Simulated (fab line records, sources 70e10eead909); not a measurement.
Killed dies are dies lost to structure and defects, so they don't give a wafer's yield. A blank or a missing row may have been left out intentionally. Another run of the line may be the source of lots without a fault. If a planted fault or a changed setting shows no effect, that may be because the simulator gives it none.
fab line records	flow nandHarc
record lots=12	wafers=36	lastDay=33
route steps=1302 shown P_BONDPAD@368 A_ONON_D1@442 A_CHANNEL_HOLE_D1@450 END@1302
lots that met no fault: taken from a fault-free run of the same line
startH: start of the lot's first displayed wafer, in hours after the record's first day	waitH: hours from the lot's prior step to this one	" as in the row above	L1.1+2: a single row standing in for several wafers	- no value, or no start given	* or withheld: withheld	< > ~ a bound
route shown NAME@n: a module of which the file shows steps, and the number in the route of the first	usual: average and standard deviation across the fault-free wafers	same: alike in all rows	chamber/n: place in a boat	sites: each site's reading	_std_site: their standard deviation	_edge_site: inner sites' mean taken away from outer sites' mean	radiusMm: for every site, how far away it sits from the centre of the wafer	mask NAME#n: copy n	behind: the most recent tool/chamber to have shaped the wafer	hold: the reason the lot was held/the length of the hold in hours/how it ended	device: the n, p or np transistor that did not switch	end of line: the same wafers' tests at the end of the route	step lacking rows: just its recipe	killed: the dies lost at the first sort to structure and to defects; this is not the yield of the wafer	map: per-die view of a wafer (x killed, . not killed, _ where there is no die)
set.NAME: the setting as run; set.NAME@STEP: as run at that earlier step	model.NAME: the simulator's own value behind a step, which no gauge read
steps of the route over a sample of lots; a table a step, a row a wafer
services: the hour from which a tool's chamber was out of use, counted from the record's first day as startH (under 0 if before that day), plus the number of hours and why
## steps
# step NHARC_P_BONDPAD_ETCH_37
# recipe targetDepthA=600	overetchA=180	timeS=65.91	ionEnergyEv=200	n2FlowSccm=150	h2FlowSccm=150	arFlowSccm=0	rfW=400	biasW=150	chemistry=N2/H2
# usual drypumpMotorCurrentA=5.6/0.39	oesProductAu=1.006/0.014	rfVppV=429.9/2	showerheadPlenumPTorr=2.02/0.069	throttleValvePct=14.170/0.009
# same timeS=65.91
lot.wafer	tool	chamber	startH	waitH	drypumpMotorCurrentA	oesProductAu	rfHoursCounterH	rfVppV	showerheadPlenumPTorr	throttleValvePct
L123.4	rieDiel-04	1	137.39	0.1	5.7	1.028	6.2	430.1	2.01	14.173
L123.2	"	2	"	"	5.0	1.007	5.9	432.0	2.10	14.183
L123.3	"	3	"	"	4.9	1.025	5.6	429.9	2.03	14.176
L125.1	rieDiel-04	2	151.95	0.1	5.0	0.999	6.9	433.3	2.10	14.159
L125.6	"	1	"	"	5.8	1.014	-	430.4	2.01	14.161
L125.5	"	2	"	"	5.0	0.983	-	430.6	2.10	14.166
L131.1	rieDiel-05	0	218.89	0.1	5.6	1.003	3.6	428.3	1.95	14.171
L131.5	"	2	"	"	5.7	1.017	-	426.7	1.90	14.182
L131.4	"	1	"	"	5.6	1.013	-	429.7	2.02	14.169
L135.1	rieDiel-04	3	249.58	0.1	4.9	1.016	3.8	431.0	2.03	14.183
L135.2	"	0	"	"	6.0	1.011	4.0	429.7	1.99	14.162
L135.5	"	2	"	"	5.0	0.972	-	433.7	2.10	14.162
L134.4	rieDiel-04	2	250.24	0.1	5.0	0.991	3.9	434.0	2.10	14.176
L134.1	"	3	"	"	4.9	1.013	3.8	428.8	2.03	14.178
L134.5	"	1	"	"	5.8	1.019	-	428.9	2.01	14.179
L138.3	rieDiel-04	0	289.00	0.1	6.0	1.009	5.6	429.0	1.99	14.169
L138.1	"	2	"	"	5.0	0.978	6.3	433.0	2.10	14.164
L138.2	"	3	"	"	4.9	0.997	5.6	431.9	2.03	14.180
L140.1	rieDiel-04	1	311.52	0.1	5.8	1.019	7.4	428.9	2.01	14.179
L140.3	"	3	"	"	4.9	1.016	6.9	432.0	2.02	14.186
L140.5	"	1	"	"	5.8	1.009	-	428.2	2.01	14.181
L141.1	rieDiel-04	3	315.29	0.1	4.9	1.010	7.2	429.7	2.02	14.179
L141.2	"	0	"	"	6.0	1.024	7.2	429.1	1.99	14.166
L141.4	"	0	"	"	6.0	1.028	-	427.8	1.99	14.178
L142.3	rieDiel-05	2	321.94	0.1	5.7	1.000	1.9	425.9	1.91	14.164
L142.1	"	3	"	"	5.5	1.022	2.0	429.9	2.06	14.175
L142.5	"	1	"	"	5.6	1.000	-	429.6	2.02	14.163
L144.4	rieDiel-04	0	343.37	0.1	6.0	1.023	8.8	430.9	1.99	14.168
L144.3	"	1	"	"	5.8	1.019	9.4	429.1	2.00	14.169
L144.1	"	3	"	"	4.9	1.006	9.2	430.0	2.02	14.182
L145.1	rieDiel-05	0	355.43	0.1	5.5	1.008	3.2	426.9	1.95	14.181
L145.2	"	1	"	"	5.6	1.001	3.2	431.0	2.02	14.175
L145.3	"	3	"	"	5.5	1.024	3.1	430.9	2.06	14.175
L146.1	rieDiel-06	1	361.08	0.1	5.8	0.992	1.7	434.5	2.20	14.181
L146.5	"	3	"	"	6.2	0.977	-	428.3	1.99	14.164
L146.6	"	0	"	"	5.4	1.014	-	431.8	2.05	14.170
# step NHARC_P_BONDPAD_ANNEAL_28
# recipe tempC=225	timeS=90
# usual wafer_temp_C_max=226.3/0.4
# same timeS=90
lot.wafer	tool	chamber	startH	waitH	wafer_temp_C_max
L123.2	rtpAnneal-02	0	139.06	0.3	226.1
L123.3	"	0	"	"	226.2
L123.4	"	0	"	"	226.3
L125.1	rtpAnneal-01	0	153.57	-	226.8
L125.5	"	0	"	"	227.5
L125.6	"	0	"	"	227.0
L131.1	rtpAnneal-01	0	220.50	-	226.5
L131.4	"	0	"	"	226.7
L131.5	"	0	"	"	226.4
L135.1	rtpAnneal-02	0	251.77	-	226.0
L135.2	"	0	"	"	226.0
L135.5	"	0	"	"	225.8
L134.1	rtpAnneal-01	0	252.08	0.3	226.9
L134.4	"	0	"	"	226.7
L134.5	"	0	"	"	226.1
L138.1	rtpAnneal-02	0	290.82	-	225.8
L138.2	"	0	"	"	226.1
L138.3	"	0	"	"	225.9
L140.1	rtpAnneal-02	0	313.19	0.3	226.0
L140.3	"	0	"	"	225.9
L140.5	"	0	"	"	225.8
L141.1	rtpAnneal-02	0	316.97	-	226.6
L141.2	"	0	"	"	226.1
L141.4	"	0	"	"	226.0
L142.1	rtpAnneal-02	0	323.53	-	226.5
L142.3	"	0	"	"	226.3
L142.5	"	0	"	"	226.5
L144.1	rtpAnneal-01	0	344.96	0.3	226.4
L144.3	"	0	"	"	227.1
L144.4	"	0	"	"	227.8
L145.1	rtpAnneal-01	0	357.06	0.3	226.2
L145.2	"	0	"	"	226.9
L145.3	"	0	"	"	226.9
L146.1	rtpAnneal-02	0	362.80	0.3	226.2
L146.5	"	0	"	"	226.1
L146.6	"	0	"	"	226.0
# step NHARC_A_ONON_D1_DEP_25
# recipe targetThkA=10000	n2FlowSccm=2750	n2oFlowSccm=2000	nh3FlowSccm=500	sih4FlowSccm=210	tempC=400
# usual nh3FlowSccm=500.0/1.5	susceptorTempC=400.02/0.22
lot.wafer	tool	chamber	startH	waitH	nh3FlowSccm	susceptorTempC
L123.2	pecvdOnon-02	0	179.44	0.1	499.8	399.53
L123.3	"	0	"	"	499.9	399.94
L123.4	"	0	"	"	504.2	400.06
L125.1	pecvdOnon-03	0	191.46	0.1	499.2	400.00
L125.5	"	0	"	"	496.7	399.97
L125.6	"	0	"	"	499.0	400.42
L131.1	pecvdOnon-02	0	258.79	0.1	498.7	399.91
L131.4	"	0	"	"	499.5	399.61
L131.5	"	0	"	"	500.0	400.07
L134.1	pecvdOnon-02	0	286.86	0.1	501.3	400.29
L134.4	"	0	"	"	499.5	400.18
L134.5	"	0	"	"	501.8	399.91
L135.1	pecvdOnon-04	0	286.86	0.1	498.2	400.04
L135.2	"	0	"	"	498.1	399.99
L135.5	"	0	"	"	497.6	400.06
L138.1	pecvdOnon-04	0	326.89	0.1	499.1	400.22
L138.2	"	0	"	"	500.8	400.08
L138.3	"	0	"	"	500.7	400.23
L140.1	pecvdOnon-03	0	352.20	0.1	500.6	399.78
L140.3	"	0	"	"	498.0	400.08
L140.5	"	0	"	"	498.6	399.79
L141.1	pecvdOnon-02	0	352.23	0.1	500.4	400.07
L141.2	"	0	"	"	500.2	399.94
L141.4	"	0	"	"	497.7	400.02
L142.1	pecvdOnon-04	0	358.96	0.1	497.7	399.75
L142.3	"	0	"	"	499.3	399.70
L142.5	"	0	"	"	502.1	399.83
L144.1	pecvdOnon-03	0	381.23	0.1	498.9	399.83
L144.3	"	0	"	"	500.9	399.81
L144.4	"	0	"	"	501.9	399.77
L145.1	pecvdOnon-02	0	394.36	0.1	501.0	400.23
L145.2	"	0	"	"	501.6	399.94
L145.3	"	0	"	"	500.2	399.89
L146.1	pecvdOnon-02	0	398.72	0.1	501.3	399.73
L146.5	"	0	"	"	499.7	399.98
L146.6	"	0	"	"	498.8	399.83
# step NHARC_A_ONON_D1_THK_MEAS_27
# recipe thkMeasGauge=ellipsometry
# usual thkNm=998/9.1
lot.wafer	tool	chamber	startH	waitH	thkNm
L123.2	filmMetro-02	-	179.89	-	1011
L123.3	"	-	"	"	1012
L123.4	"	-	"	"	1011
L125.1	filmMetro-02	-	191.97	-	1002
L125.5	"	-	"	"	1003
L125.6	"	-	"	"	1004
L131.1	filmMetro-02	-	259.29	-	628
L131.4	"	-	"	"	631
L131.5	"	-	"	"	628
L135.1	filmMetro-02	-	287.37	-	1016
L135.2	"	-	"	"	1017
L135.5	"	-	"	"	1016
L134.1	filmMetro-01	-	287.37	-	636
L134.4	"	-	"	"	633
L134.5	"	-	"	"	633
L138.1	filmMetro-02	-	327.40	-	1008
L138.2	"	-	"	"	1007
L138.3	"	-	"	"	1008
L140.1	filmMetro-01	-	352.71	-	989
L140.3	"	-	"	"	990
L140.5	"	-	"	"	992
L141.1	filmMetro-02	-	352.75	-	991
L141.2	"	-	"	"	990
L141.4	"	-	"	"	989
L142.1	filmMetro-01	-	359.47	-	1004
L142.3	"	-	"	"	1005
L142.5	"	-	"	"	1004
L144.1	filmMetro-01	-	381.74	-	1003
L144.3	"	-	"	"	1004
L144.4	"	-	"	"	1004
L145.1	filmMetro-01	-	394.87	-	1004
L145.2	"	-	"	"	1008
L145.3	"	-	"	"	1007
L146.1	filmMetro-02	-	399.23	-	1006
L146.5	"	-	"	"	1003
L146.6	"	-	"	"	1003
# step NHARC_A_CHANNEL_HOLE_D1_DEP_00
# recipe targetThkA=31000	tempC=400	material=aC
# usual susceptorTempC=400.00/0.21	throttleValvePct=35.000/0.0098
lot.wafer	tool	chamber	startH	waitH	susceptorTempC	throttleValvePct
L123.2	aclDep-01	0	185.07	4.1	-	34.995
L123.3	"	0	"	"	-	34.987
L123.4	"	0	"	"	-	35.004
L125.1	aclDep-02	0	196.28	3.2	-	35.019
L125.5	"	0	197.54	4.5	-	34.995
L125.6	"	0	"	"	-	34.996
L135.1	aclDep-02	0	290.70	2.2	400.33	35.002
L135.2	"	0	"	"	400.22	35.001
L135.5	"	0	"	"	400.29	35.012
L138.1	aclDep-02	0	332.51	3.9	-	34.982
L138.2	"	0	"	"	-	34.992
L138.3	"	0	"	"	-	34.994
L140.1	aclDep-03	0	353.90	0.1	400.05	34.986
L140.3	"	0	"	"	400.23	34.999
L140.5	"	0	"	"	400.27	34.998
L141.1	aclDep-01	0	354.03	0.2	399.97	34.994
L141.2	"	0	"	"	400.01	34.992
L141.4	"	0	"	"	400.17	34.997
L142.1	aclDep-01	0	360.63	0.1	400.06	34.997
L142.3	"	0	"	"	399.89	35.002
L142.5	"	0	"	"	400.48	34.992
L144.1	aclDep-01	0	389.55	6.4	-	35.000
L144.3	"	0	"	"	-	35.020
L144.4	"	0	"	"	-	34.988
L145.1	aclDep-02	0	397.90	1.9	399.94	34.983
L145.2	"	0	"	"	400.06	35.013
L145.3	"	0	"	"	399.85	34.993
L146.1	aclDep-01	0	402.42	2.1	-	34.996
L146.5	"	0	403.66	3.3	-	35.005
L146.6	"	0	"	"	-	35.010
# step NHARC_END_SORT_01
# recipe tempC=25
# usual killedAtArray=59/21	killedAtOther=1.0/1.1	killedAtPeriphery=4.0/2.6	killedDies=64/21	killedOpen=3.2/1.7	killedShort=2.5/1.5
# same grossDies=677
lot.wafer	tool	chamber	startH	waitH	killedAtArray	killedAtOther	killedAtPeriphery	killedDies	killedOpen	killedShort
L131.1	prober-01	0	653.20	2.5	671	2	4	677	2	2
L131.4	prober-01	0	655.60	3.4	669	5	3	677	4	3
L131.5	prober-01	0	656.40	3.7	671	3	3	677	3	2
L134.1	prober-01	0	673.40	2.5	673	1	3	677	4	3
L134.4	prober-01	0	675.79	3.4	673	1	3	677	4	1
L134.5	prober-01	0	676.59	3.7	675	0	2	677	4	2
# killed by level:class
L131.1 A_ONON_D1:areaDep=605 A_SLIT:chamberFilmFlake=30 A_CHANNEL_HOLE_D2:chamberFilmFlake=15 A_CHANNEL_HOLE_D1:chamberFilmFlake=7 A_CONTACT:chamberFilmFlake=6 THIN_TSV:chamberFilmFlake=2 A_WL_FILL:chamberFilmFlake=2 P_CONTACT:geometricParticle:open=1
L131.4 A_ONON_D1:areaDep=618 A_SLIT:chamberFilmFlake=23 A_CHANNEL_HOLE_D2:chamberFilmFlake=12 THIN_TSV:chamberFilmFlake=5 A_STAIRCASE:chamberFilmFlake=4 A_CONTACT:chamberFilmFlake=3 P_ZERO_WELL:chamberFilmFlake=2 A_CHANNEL_HOLE_D1:chamberFilmFlake=2
L131.5 A_ONON_D1:areaDep=611 A_SLIT:chamberFilmFlake=31 A_CHANNEL_HOLE_D2:chamberFilmFlake=13 A_CONTACT:chamberFilmFlake=5 A_STAIRCASE:chamberFilmFlake=4 THIN_TSV:chamberFilmFlake=3 P_GATE:geometricParticle:open=1 P_M0:geometricParticle:open=1
L134.1 A_ONON_D1:areaDep=640 A_CHANNEL_HOLE_D2:chamberFilmFlake=13 A_CHANNEL_HOLE_D1:chamberFilmFlake=5 A_SLIT:chamberFilmFlake=3 P_ZERO_WELL:chamberFilmFlake=2 A_DECK1_JOINT:chamberFilmFlake=2 A_WL_FILL:chamberFilmFlake=2 P_GATE:geometricParticle:open=1
L134.4 A_ONON_D1:areaDep=638 A_CHANNEL_HOLE_D2:chamberFilmFlake=18 A_CHANNEL_HOLE_D1:chamberFilmFlake=6 A_BLC:geometricParticle:open=2 P_ZERO_WELL:chamberFilmFlake=2 A_SLIT:chamberFilmFlake=2 P_CONTACT:geometricParticle:open=1 A_CHANNEL_HOLE_D2:geometricParticle:open=1
L134.5 A_ONON_D1:areaDep=637 A_CHANNEL_HOLE_D2:chamberFilmFlake=21 A_CHANNEL_HOLE_D1:chamberFilmFlake=4 A_CONTACT:chamberFilmFlake=4 A_SLIT:chamberFilmFlake=3 A_CHANNEL_HOLE_D2:geometricParticle:short=2 P_CONTACT:geometricParticle:open=1 P_M0:geometricParticle:open=1
## services
tool	chamber	startH	hours	kind
pecvdOnon-04	-	130.05	13.0	pm
rieDiel-05	1	152.08	1.4	repair
aclDep-02	-	177.09	6.2	repair
rieDiel-04	-	177.90	9.0	pm
pecvdOnon-02	-	185.20	13.0	pm
aclDep-01	-	188.43	13.0	pm
rieDiel-05	3	217.24	4.4	repair
pecvdOnon-03	-	227.04	13.0	pm
rieDiel-05	-	229.60	9.0	pm
aclDep-02	-	248.04	13.0	pm
rieDiel-04	2	250.81	3.6	repair
rieDiel-05	1	299.78	3.2	repair
rieDiel-05	3	302.66	5.4	repair
rieDiel-04	2	308.22	9.9	repair
pecvdOnon-04	-	311.05	13.0	pm
rieDiel-04	1	331.78	1.3	repair
aclDep-02	-	337.35	1.1	repair
rieDiel-05	2	347.69	13.8	repair
rieDiel-04	-	354.90	9.0	pm
pecvdOnon-02	-	366.20	13.0	pm
rieDiel-04	1	367.83	2.4	repair
aclDep-01	-	369.44	13.0	pm
rtpAnneal-01	-	372.00	12.0	pm
rieDiel-04	3	394.43	13.1	repair
## key
firstSign step=NHARC_A_ONON_D1_THK_MEAS_27	reading=thkNm	direction=down	sigmas=40	usual=998	struck=631
effect step=NHARC_END_SORT_01	reading=killedAtArray	direction=up	sigmas=29	usual=59	struck=672
moreKillsBornAt NHARC_A_ONON_D1_DEP_25@pecvdOnon-02=3749
metAt NHARC_A_ONON_D1_DEP_25
struckLots L131,L134
struckWafers L131.1,L131.4,L131.5,L134.1,L134.4,L134.5
laterRowsLeftOut L131.1,L131.4,L131.5,L134.1,L134.4,L134.5
testerLeftOut L131,L134
notActingAt NHARC_P_BONDPAD_ETCH_37,NHARC_P_BONDPAD_ANNEAL_28,NHARC_A_CHANNEL_HOLE_D1_DEP_00
onsetBetween 179.44 258.79
fault kind=processParameterDrift	tool=pecvdOnon-02	chamber=-	onsetH=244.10	steps=NHARC_A_ONON_D1_DEP_25	channel=targetThkA	offset=*	shape=step	endH=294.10	scope=struckWafersOnly	actsIn=*	stated=*
# testerLeftOut: of these lots the tester's yield and bins aren't shown, on N5 and GAA mostly nor the transistor test; their killed dies are dies lost to structure and defects alone, not to doping, threshold or leakage, so they don't give the yield
# laterRowsLeftOut: the simulator's readings of these wafers behind a module that went badly wrong aren't trusted and aren't shown, but for the sort
